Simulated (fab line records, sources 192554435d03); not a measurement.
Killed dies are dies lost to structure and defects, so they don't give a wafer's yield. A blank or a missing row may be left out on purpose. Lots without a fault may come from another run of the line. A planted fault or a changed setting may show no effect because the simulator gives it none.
Tool commonality check | flow n5_finfet | 9 lots, 27 wafers sampled

WHY IT WAS OPENED
At N5_GATE_CUT_INSPECT_15 the reading raw_defect_count is flagged on 2 of 9 lots. Wafers without a fault read 135, standard deviation 40.
Rule: a lot is flagged when every wafer of it that has a number lies more than 4 standard deviations from that mean, or none has a number. The other lots count as sound.

lot  | measured     | on                | raw_defect_count, wafer by wafer | flag
L771 | day 5 03:31  | defect_inspect-02 | 113 105 131                      |
L777 | day 6 15:32  | defect_inspect-02 | 116 132 148                      |
L778 | day 7 03:32  | defect_inspect-01 | 117 115 106                      |
L779 | day 7 06:16  | defect_inspect-01 | 118 74 112                       |
L782 | day 7 20:29  | defect_inspect-02 | 1269 1178 1168                   | FLAGGED
L786 | day 8 20:17  | defect_inspect-01 | 1158 1137 1175                   | FLAGGED
L788 | day 9 07:37  | defect_inspect-02 | 110 79 128                       |
L791 | day 10 00:45 | defect_inspect-02 | 121 173 166                      |
L792 | day 10 06:30 | defect_inspect-02 | 179 127 152                      |
The numbers of the flagged lots are 1181 on average: +1046 against the usual, or +26 standard deviations.

WHICH TOOL RAN EACH LOT
The record holds 3 process steps before the reading, out of a route of 1938 steps. In each cell: the tool, then ch and the chambers that the sampled wafers went through, then the start.
lot  | flag    | N5_GATE_CUT_ETCHBACK_00           | N5_GATE_CUT_CMP_02            | N5_GATE_CUT_HM_DEP_46
L771 |         | rie_metal-02 ch 0, day 4 22:07    | cmp-01 ch 0,2,3, day 5 02:50  | pecvd-03 ch 0,1,2, day 5 03:05
L777 |         | rie_metal-02 ch 0,1, day 6 10:05  | cmp-02 ch 0,1,3, day 6 13:47  | pecvd-01 ch 1,2, day 6 14:07
L778 |         | rie_metal-02 ch 0,1, day 6 23:47  | cmp-02 ch 0,1, day 7 02:39    | pecvd-02 ch 0,2, day 7 02:59
L779 |         | rie_metal-02 ch 0,1, day 7 02:31  | cmp-02 ch 1,2,3, day 7 05:23  | pecvd-02 ch 0,2, day 7 05:43
L782 | FLAGGED | rie_metal-03 ch 0,1, day 7 16:52  | cmp-02 ch 1,2,3, day 7 19:46  | pecvd-02 ch 0,1,2, day 7 20:04
L786 | FLAGGED | rie_metal-01 ch 0, day 8 14:58    | cmp-02 ch 0,1,3, day 8 19:28  | pecvd-02 ch 0,1,2, day 8 19:44
L788 |         | rie_metal-03 ch 0,1, day 9 03:32  | cmp-02 ch 0,3, day 9 06:46    | pecvd-01 ch 0,1,2, day 9 07:04
L791 |         | rie_metal-02 ch 0,1, day 9 20:36  | cmp-02 ch 0,1, day 10 00:02   | pecvd-01 ch 0,2, day 10 00:19
L792 |         | rie_metal-03 ch 0,1, day 10 02:51 | cmp-02 ch 0,1,3, day 10 05:47 | pecvd-01 ch 0,1, day 10 06:05
What these steps do:
- N5_GATE_CUT_ETCHBACK_00: etches W in SF6/Cl2.
- N5_GATE_CUT_CMP_02: polishes, stops on SiO2, t overpolish 12.7 s, target thk 0 nm.
- N5_GATE_CUT_HM_DEP_46: deposits SiO2 from TEOS/O2, target thk 130 nm, time 26.6 s.
- N5_GATE_CUT_INSPECT_15: inspects for defects (brightfield).

FLAGGED OVER TOTAL, TOOL BY TOOL (the gauges that took the reading come last)
step                    | tool              | lots run | flagged | share of the flagged lots | sound lots run after its first flagged lot
N5_GATE_CUT_ETCHBACK_00 | rie_metal-01      | 1        | 1       | some                      | 0
N5_GATE_CUT_ETCHBACK_00 | rie_metal-02      | 5        | 0       | none                      | -
N5_GATE_CUT_ETCHBACK_00 | rie_metal-03      | 3        | 1       | some                      | 2 (L788,L792)
N5_GATE_CUT_CMP_02      | cmp-01            | 1        | 0       | none                      | -
N5_GATE_CUT_CMP_02      | cmp-02            | 8        | 2       | all                       | 3 (L788,L791,L792)
N5_GATE_CUT_HM_DEP_46   | pecvd-01          | 4        | 0       | none                      | -
N5_GATE_CUT_HM_DEP_46   | pecvd-02          | 4        | 2       | all                       | 0
N5_GATE_CUT_HM_DEP_46   | pecvd-03          | 1        | 0       | none                      | -
N5_GATE_CUT_INSPECT_15  | defect_inspect-01 | 3        | 1       | some                      | 0
N5_GATE_CUT_INSPECT_15  | defect_inspect-02 | 6        | 1       | some                      | 3 (L788,L791,L792)

WHAT THE TABLE ALLOWS
2 rows of the table ran every flagged lot: cmp-02 at N5_GATE_CUT_CMP_02, pecvd-02 at N5_GATE_CUT_HM_DEP_46.
- cmp-02 at N5_GATE_CUT_CMP_02: 2 of its 8 lots flagged. Sound lots ran on it after the first flagged one (L788, L791, L792), which a lasting fault on the whole tool wouldn't allow.
- pecvd-02 at N5_GATE_CUT_HM_DEP_46: 2 of its 4 lots flagged. Its last sound lot is L779 (day 7 05:43), its first flagged lot L782 (day 7 20:04): a fault that began between those two fits.
One tool is left: pecvd-02 at N5_GATE_CUT_HM_DEP_46.

WHAT THE SIMULATOR HAD PUT IN
Chamber particle source: pecvd-02, from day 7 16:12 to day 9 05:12, at N5_GATE_CUT_HM_DEP_46. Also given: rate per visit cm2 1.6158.
Lots struck among those shown: L782, L786. The rule above found the same.
